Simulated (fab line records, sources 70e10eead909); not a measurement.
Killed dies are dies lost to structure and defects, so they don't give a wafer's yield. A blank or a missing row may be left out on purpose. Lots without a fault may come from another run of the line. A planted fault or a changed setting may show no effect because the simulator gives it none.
One fault seen from 2 desks | flow nand_harc | each desk has only its own numbers; what lay behind them comes last

THE TOOL OWNER'S DESK: ald_sin_batch-01
The tool's own readings at NHARC_A_CHANNEL_FILL_D1_ALD_15 (deposits SiNx, target thk 2 nm, pulse time 60 s, ald cycles 19): means of the sampled wafers that have a number, for each lot that ran on this tool. A lot is out of limits, marked OUT, if its mean lies more than 4 standard deviations from the usual mean; the brackets give that distance.
Columns: A = chamber_pressure_Torr at NHARC_A_CHANNEL_FILL_D1_ALD_15, usual 2.000 Torr; B = precursor_pulse_height_rel at NHARC_A_CHANNEL_FILL_D1_ALD_15, usual 1.000
lot  | first seen here | A     | B
L861 | day 12 02:07    | 2.003 | 0.995
L862 | day 12 02:07    | 2.001 | 1.006
L865 | day 13 14:31    | 1.999 | 0.998
L866 | day 13 14:31    | 1.996 | 1.012
L870 | day 15 16:38    | 2.003 | 0.993
L872 | day 16 10:45    | 2.000 | 0.987
This desk's finding: nothing out of limits on any of the 6 lots.

THE METROLOGY DESK
What the gauges read, lot by lot, whatever tool the lot ran on: means of the sampled wafers that have a number. A lot is out of limits, marked OUT, if its mean lies more than 4 standard deviations from the usual mean; the brackets give that distance.
Columns: A = cd_nm at NHARC_A_CHANNEL_HOLE_D1_CD_MEAS_18, usual 99.9 nm
lot  | first seen here | A
L856 | day 9 06:31     | 102.5
L857 | day 9 08:38     | 98.5
L858 | day 9 19:33     | 98.6
L859 | day 10 09:58    | 100.5
L861 | day 11 10:01    | 98.5
L862 | day 11 10:28    | 96.3
L864 | day 12 02:54    | 99.5
L865 | day 12 19:54    | 97.7
L866 | day 13 00:35    | 100.5
L870 | day 15 00:29    | 99.9
L872 | day 15 18:40    | 98.4
L875 | day 17 05:10    | 100.2
L877 | day 17 18:31    | 103.6
This desk's finding: nothing out of limits on any of the 13 lots.

PUT TOGETHER
The tool owner's desk saw nothing out of limits.
The metrology desk saw nothing out of limits.

WHAT THE SIMULATOR HAD PUT IN
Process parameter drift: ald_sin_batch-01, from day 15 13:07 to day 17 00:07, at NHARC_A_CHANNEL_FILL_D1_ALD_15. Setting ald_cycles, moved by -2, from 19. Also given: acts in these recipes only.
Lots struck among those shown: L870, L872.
